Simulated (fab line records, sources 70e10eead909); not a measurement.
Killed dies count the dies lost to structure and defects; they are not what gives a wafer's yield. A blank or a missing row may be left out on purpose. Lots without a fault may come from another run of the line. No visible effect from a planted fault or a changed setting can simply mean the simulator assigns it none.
Chamber matching / flow nandHarc / NHARC_A_STAIRCASE_DEP_417 on pecvd-04 has 3 sister chambers
The step deposits Si3N4, target thk 60 nm. 14 wafers are shown with their chamber, then 7 later ones without.

## WAFERS PAIRED WITH THEIR CHAMBERS
wafer=L076.1; chamber=2; heaterPowerW (W)=643
wafer=L076.2; chamber=0; heaterPowerW (W)=681
wafer=L076.4; chamber=0; heaterPowerW (W)=686
wafer=L078.1; chamber=1; heaterPowerW (W)=696
wafer=L078.3; chamber=0; heaterPowerW (W)=663
wafer=L078.4; chamber=0; heaterPowerW (W)=646
wafer=L083.2; chamber=2; heaterPowerW (W)=768
wafer=L083.3; chamber=1; heaterPowerW (W)=693
wafer=L083.6; chamber=1; heaterPowerW (W)=699
wafer=L089.1; chamber=1; heaterPowerW (W)=691
wafer=L089.4; chamber=0; heaterPowerW (W)=659
wafer=L089.5; chamber=2; heaterPowerW (W)=610
wafer=L091.3; chamber=2; heaterPowerW (W)=667
wafer=L091.4; chamber=0; heaterPowerW (W)=594

SIGNATURES (means of the wafers above)
reading=heaterPowerW; chamber 0=654.83; chamber 1=694.75; chamber 2=672.00; scatter within a chamber=42.1
Rule: for each reading, subtract the chamber's mean from the wafer's reading, divide by that reading's scatter and square the result; add these up over the readings and take the root, which gives the wafer's distance from the chamber. The wafer belongs to the nearest chamber; if the next one is less than 2 further off, it can't be placed. The scatter is the square root of a quotient: the sum, over the shown wafers, of each reading's squared deviation from its chamber's mean, divided by wafers minus chambers.

## WAFERS WHOSE CHAMBER IS MISSING
wafer=L091.5; heaterPowerW (W)=638
wafer=L093.1; heaterPowerW (W)=761
wafer=L093.5; heaterPowerW (W)=654
wafer=L093.6; heaterPowerW (W)=747
wafer=L097.2; heaterPowerW (W)=702
wafer=L097.3; heaterPowerW (W)=645
wafer=L097.6; heaterPowerW (W)=652

## WHICH CHAMBER EACH ONE RAN IN
wafer=L091.5; from the rows above=can't be placed: 0 or 2 or 1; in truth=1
wafer=L093.1; from the rows above=can't be placed: 1 or 2 or 0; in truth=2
wafer=L093.5; from the rows above=can't be placed: 0 or 2 or 1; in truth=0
wafer=L093.6; from the rows above=can't be placed: 1 or 2 or 0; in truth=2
wafer=L097.2; from the rows above=can't be placed: 1 or 2 or 0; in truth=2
wafer=L097.3; from the rows above=can't be placed: 0 or 2 or 1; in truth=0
wafer=L097.6; from the rows above=can't be placed: 0 or 2 or 1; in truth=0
Correctly placed: 0 of 7. From these rows, 7 cannot be placed; in 7 the true chamber is one of the candidates. Wrongly placed: 0.
